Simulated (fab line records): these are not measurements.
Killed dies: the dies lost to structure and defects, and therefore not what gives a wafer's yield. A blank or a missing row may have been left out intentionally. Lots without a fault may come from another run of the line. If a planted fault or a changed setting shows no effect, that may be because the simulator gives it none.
One fault through the eyes of 2 desks / flow nand-harc / what lay behind the numbers comes last; until then each desk has only its own

THE DEFECT DESK
Lot by lot, what the route's inspections counted, given as the mean of those sampled wafers with a number. The brackets show how far a lot's mean lies from the usual mean; more than 4 standard deviations puts the lot out of limits, marked OUT.
Columns: A = raw-defect-count at NHARC_P_CONTACT_INSPECT_27, usual 263
lot=L295; first seen here=day 6 04:32; A=152
lot=L301; first seen here=day 8 15:05; A=271
lot=L302; first seen here=day 9 05:02; A=240
lot=L303; first seen here=day 9 05:43; A=264
lot=L308; first seen here=day 11 14:56; A=220
lot=L310; first seen here=day 12 10:55; A=126
lot=L311; first seen here=day 12 22:43; A=338
lot=L312; first seen here=day 12 23:22; A=234
lot=L313; first seen here=day 13 11:34; A=263
lot=L314; first seen here=day 14 04:13; A=244
lot=L316; first seen here=day 14 16:34; A=194
lot=L318; first seen here=day 15 22:33; A=212
This desk's finding: nothing out of limits on any of the 12 lots.

TOOL OWNER'S DESK, litho-track-01
The tool's own readings at NHARC_P_M0_PEB_07 (peb time 65 s): means of the sampled wafers that have a number, for each lot that ran on this tool. The brackets show how far a lot's mean lies from the usual mean; more than 4 standard deviations puts the lot out of limits, marked OUT.
Columns: A = exhaust-pa at NHARC_P_M0_PEB_07, usual 44.8 Pa; B = heater-power-total-W at NHARC_P_M0_PEB_07, usual 156.6 W
lot=L295; first seen here=day 6 05:22; A=45.5; B=156.5
lot=L302; first seen here=day 9 05:51; A=43.9; B=160.1 (+8.1) OUT
lot=L303; first seen here=day 9 06:32; A=44.8; B=160.1 (+8.1) OUT
lot=L311; first seen here=day 12 23:25; A=44.7; B=156.4
lot=L312; first seen here=day 13 00:11; A=44.5; B=156.7
lot=L313; first seen here=day 13 12:23; A=45.0; B=156.7
This desk's verdict: out of limits on L302, L303, starting with L302 at day 9 05:51 (heater-power-total-W at NHARC_P_M0_PEB_07). L295, L311, L312, L313: within limits.

TAKEN TOGETHER
On L302, L303, at day 9 05:51, an alarm was possible from the tool owner's desk.
The defect desk saw nothing out of limits.
The defect desk has L302, L303 on record, within its limits.
On litho-track-01, each named lot ran NHARC_P_M0_PEB_07.

WHAT THE SIMULATOR HAD INSERTED
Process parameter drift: litho-track-01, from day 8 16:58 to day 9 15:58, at NHARC_P_M0_PEB_07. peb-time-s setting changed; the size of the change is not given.
Shown lots that were struck: L302, L303.
How many hours passed from the start of the fault until each desk's first out-of-limits reading: the tool owner's desk, 13.
